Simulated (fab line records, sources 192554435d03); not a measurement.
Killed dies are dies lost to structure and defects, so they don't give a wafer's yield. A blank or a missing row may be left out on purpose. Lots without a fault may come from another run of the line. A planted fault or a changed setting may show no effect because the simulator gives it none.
Chamber matching | flow n5_finfet | N5_MOL_CONTACT_COAG_VIA_ETCH_117 on rie_diel-04: 4 sister chambers
The step etches SiO2 in C4F6/O2, target depth 40 nm, overetch 8 nm, time 26 s. 20 wafers are shown with their chamber, then 10 later ones without.

WAFERS WITH THEIR CHAMBER
wafer  | chamber | drypump_motor_current_A (A) | rf_vpp_V (V) | showerhead_plenum_p_Torr (Torr)
L074.1 | 1       | 5.92                        | 1586         | 2.73
L074.2 | 2       | 5.43                        | 1574         | 2.80
L074.6 | 3       | 5.21                        | 1581         | 2.82
L077.2 | 2       | 5.41                        | 1575         | 2.80
L077.3 | 0       | 5.55                        | 1551         | 2.83
L077.5 | 3       | 5.22                        | 1582         | 2.82
L078.3 | 1       | 5.91                        | 1585         | 2.73
L078.4 | 2       | 5.38                        | 1575         | 2.80
L078.6 | 0       | 5.52                        | 1552         | 2.83
L079.1 | 1       | 5.91                        | 1587         | 2.73
L079.3 | 0       | 5.51                        | 1553         | 2.82
L079.4 | 2       | 5.41                        | 1575         | 2.80
L085.1 | 3       | 5.22                        | 1582         | 2.81
L085.2 | 2       | 5.41                        | 1573         | 2.79
L085.6 | 1       | 5.91                        | 1584         | 2.72
L086.2 | 2       | 5.40                        | 1574         | 2.79
L086.3 | 3       | 5.23                        | 1582         | 2.81
L086.4 | 0       | 5.54                        | 1552         | 2.82
L089.2 | 3       | 5.23                        | 1583         | 2.81
L089.4 | 1       | 5.93                        | 1587         | 2.72

SIGNATURES (means of the wafers above)
reading                  | chamber 0 | chamber 1 | chamber 2 | chamber 3 | scatter within a chamber
drypump_motor_current_A  | 5.5300    | 5.9160    | 5.4067    | 5.2220    | 0.0135
rf_vpp_V                 | 1552.00   | 1585.80   | 1574.33   | 1582.00   | 0.94
showerhead_plenum_p_Torr | 2.8250    | 2.7260    | 2.7967    | 2.8140    | 0.00544
Rule: a wafer's distance from a chamber is the root of the sum, over the readings, of the square of ((its reading less the chamber's mean) divided by the reading's scatter). The wafer belongs to the nearest chamber; if the next one is less than 2 further off, it can't be placed. The scatter: the root of (the sum of the squares of (reading less its chamber's mean) over the shown wafers, divided by (wafers less chambers)).

WAFERS WITHOUT THEIR CHAMBER
wafer  | drypump_motor_current_A (A) | rf_vpp_V (V) | showerhead_plenum_p_Torr (Torr)
L089.5 | 5.52                        | 1552         | 2.82
L090.1 | 5.90                        | 1587         | 2.72
L090.2 | 5.23                        | 1581         | 2.81
L090.4 | 5.93                        | 1586         | 2.72
L091.2 | 5.92                        | 1586         | 2.72
L091.4 | 5.53                        | 1551         | 2.82
L091.5 | 5.92                        | 1586         | 2.72
L092.1 | 5.58                        | 1552         | 2.81
L092.2 | 5.41                        | 1574         | 2.79
L092.3 | 5.22                        | 1582         | 2.81

WHICH CHAMBER EACH WENT THROUGH
wafer  | from the rows above | in truth
L089.5 | 0                   | 0
L090.1 | 1                   | 1
L090.2 | 3                   | 3
L090.4 | 1                   | 1
L091.2 | 1                   | 1
L091.4 | 0                   | 0
L091.5 | 1                   | 1
L092.1 | 0                   | 0
L092.2 | 2                   | 2
L092.3 | 3                   | 3
Placed correctly: 10 of 10. Can't be placed from these rows: 0. Placed wrongly: 0.
